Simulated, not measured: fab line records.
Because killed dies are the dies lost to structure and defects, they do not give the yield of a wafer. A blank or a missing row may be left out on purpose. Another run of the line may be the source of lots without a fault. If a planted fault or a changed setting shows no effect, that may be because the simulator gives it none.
Which of the tools did it? -- flow nandHarc -- 24 lots, 72 wafers sampled, at 3 steps of a route of 1302

WHAT THE GAUGES SHOWED, per wafer
NHARC_P_M0_CD_MEAS_16.
lot,measured,on,cdNm (nm)
L074,day 6 04:34,cdSem-03,89.7 89.1 88.5
L075,day 6 15:31,cdSem-03,89.4 89.6 89.9
L076,day 6 17:59,cdSem-02,88.9 89.9 89.6
L077,day 7 16:30,cdSem-01,89.9 88.2 89.6
L078,day 7 17:38,cdSem-01,88.8 90.3 88.9
L079,day 8 05:08,cdSem-01,87.3 88.0 88.7
L080,day 8 10:22,cdSem-03,88.7 89.2 88.1
L081,day 9 02:12,cdSem-03,88.5 89.4 88.5
L082,day 9 09:23,cdSem-02,88.5 89.6 87.9
L084,day 10 02:14,cdSem-02,90.3 90.0 89.9
L083,day 10 03:04,cdSem-01,89.1 88.8 87.2
L085,day 10 13:59,cdSem-02,87.1 88.2 89.7
L086,day 11 00:17,cdSem-03,89.6 89.9 89.5
L087,day 12 04:32,cdSem-01,88.8 90.1 90.0
L088,day 12 04:53,cdSem-03,90.5 89.8 88.9
L089,day 12 06:35,cdSem-02,89.1 88.6 88.6
L090,day 12 17:16,cdSem-03,88.7 90.8 89.6
L091,day 13 05:35,cdSem-01,90.6 89.8 91.4
L092,day 13 10:34,cdSem-02,88.5 89.1 88.5
L093,day 13 21:19,cdSem-03,89.5 90.1 89.8
L094,day 14 02:25,cdSem-03,90.1 88.6 89.4
L095,day 14 21:02,cdSem-01,89.2 89.4 88.2
L096,day 15 04:35,cdSem-01,89.6 89.8 89.0
L097,day 15 13:45,cdSem-03,88.8 89.1 88.1

NHARC_P_M1_CD_MEAS_09 targets a cd of 130 nm.
lot,measured,on,cdNm (nm)
L074,day 6 08:07,cdSem-02,130.1 130.1 129.5
L075,day 6 19:05,cdSem-01,130.4 130.2 130.3
L076,day 6 21:41,cdSem-01,131.2 131.2 130.6
L077,day 7 19:59,cdSem-03,129.7 129.0 129.7
L078,day 7 21:14,cdSem-01,130.7 130.7 131.2
L079,day 8 08:36,cdSem-02,129.0 129.6 128.4
L080,day 8 13:56,cdSem-03,129.6 130.0 129.7
L081,day 9 06:03,cdSem-03,128.9 130.1 129.7
L082,day 9 12:53,cdSem-03,130.8 131.5 131.2
L084,day 10 05:48,cdSem-02,131.2 130.7 130.7
L083,day 10 06:38,cdSem-03,130.6 130.3 129.0
L085,day 10 17:50,cdSem-02,131.3 131.0 132.1
L086,day 11 03:52,cdSem-03,129.3 129.7 129.4
L087,day 12 08:08,cdSem-02,129.1 129.2 129.4
L088,day 12 08:29,cdSem-01,129.8 129.1 130.2
L089,day 12 10:11,cdSem-03,128.7 129.7 129.8
L090,day 12 20:46,cdSem-03,131.0 131.0 132.5
L091,day 13 09:10,cdSem-02,130.3 130.2 130.0
L092,day 13 14:12,cdSem-01,128.5 128.7 129.4
L093,day 14 00:58,cdSem-02,129.7 129.9 129.0
L094,day 14 05:59,cdSem-03,131.5 130.6 129.9
L095,day 15 00:32,cdSem-03,130.8 129.2 130.2
L096,day 15 08:19,cdSem-03,130.1 130.4 129.7
L097,day 15 17:29,cdSem-02,131.6 131.0 131.3

EACH LOT AND THE TOOL THAT RAN IT (in order: tool; ch and the chambers of the sampled wafers; start)
lot,NHARC_P_M0_DEGAS_28
L074,"pvdSputter-03, day 6 05:11"
L075,"pvdSputter-01, day 6 16:08"
L076,"pvdSputter-03, day 6 18:37"
L077,"pvdSputter-03, day 7 17:08"
L078,"pvdSputter-02, day 7 18:15"
L079,"pvdSputter-01, day 8 05:47"
L080,"pvdSputter-01, day 8 10:59"
L081,"pvdSputter-02, day 9 02:50"
L082,"pvdSputter-01, day 9 10:04"
L084,"pvdSputter-01, day 10 02:51"
L083,"pvdSputter-02, day 10 03:41"
L085,"pvdSputter-02, day 10 14:39"
L086,"pvdSputter-01, day 11 00:55"
L087,"pvdSputter-01, day 12 05:10"
L088,"pvdSputter-03, day 12 05:30"
L089,"pvdSputter-03, day 12 07:11"
L090,"pvdSputter-03, day 12 17:53"
L091,"pvdSputter-02, day 13 06:13"
L092,"pvdSputter-02, day 13 11:11"
L093,"pvdSputter-01, day 13 21:56"
L094,"pvdSputter-02, day 14 03:02"
L095,"pvdSputter-02, day 14 21:40"
L096,"pvdSputter-03, day 15 05:16"
L097,"pvdSputter-02, day 15 14:24"
- NHARC_P_M0_DEGAS_28: time 60 s.

AS READ BY THE TOOLS THEMSELVES (means over the sampled wafers that have a number; for cases with no such wafer, the mark the record gives instead)
NHARC_P_M0_DEGAS_28.
lot,tool,heaterPowerW (W)
L074,pvdSputter-03,331
L075,pvdSputter-01,309
L076,pvdSputter-03,360
L077,pvdSputter-03,358
L078,pvdSputter-02,315
L079,pvdSputter-01,329
L080,pvdSputter-01,351
L081,pvdSputter-02,312
L082,pvdSputter-01,323
L084,pvdSputter-01,310
L083,pvdSputter-02,310
L085,pvdSputter-02,311
L086,pvdSputter-01,340
L087,pvdSputter-01,344
L088,pvdSputter-03,369
L089,pvdSputter-03,349
L090,pvdSputter-03,366
L091,pvdSputter-02,306
L092,pvdSputter-02,303
L093,pvdSputter-01,307
L094,pvdSputter-02,319
L095,pvdSputter-02,302
L096,pvdSputter-03,349
L097,pvdSputter-02,323

THE ANSWER, worked out from the rows above alone
Rule: what is usual is taken from the lots themselves. Put in order of their means at a reading, lots are off if they are a third of the lots or fewer, leave a main group of 4 or more, and stand apart from it by a gap of 3 or more times the standard deviation of the main group's means; of several such gaps the widest counts. If all means in a main group match to the digits the tables above print for the reading, that group is not used. A lot without any number at a reading at which 4 lots or more have one is off too. All remaining lots with rows at the step are treated as sound. The gauges are gone through in route order, then the tools' own readings, and for those a lot's mean is taken as printed above. At the first step where some lot is off, the reading lying furthest off is the one used; lots without a number count as furthest.
Across all readings shown, no lot is off: no conclusion can be drawn from this.

WHAT WAS PUT IN BY THE SIMULATOR
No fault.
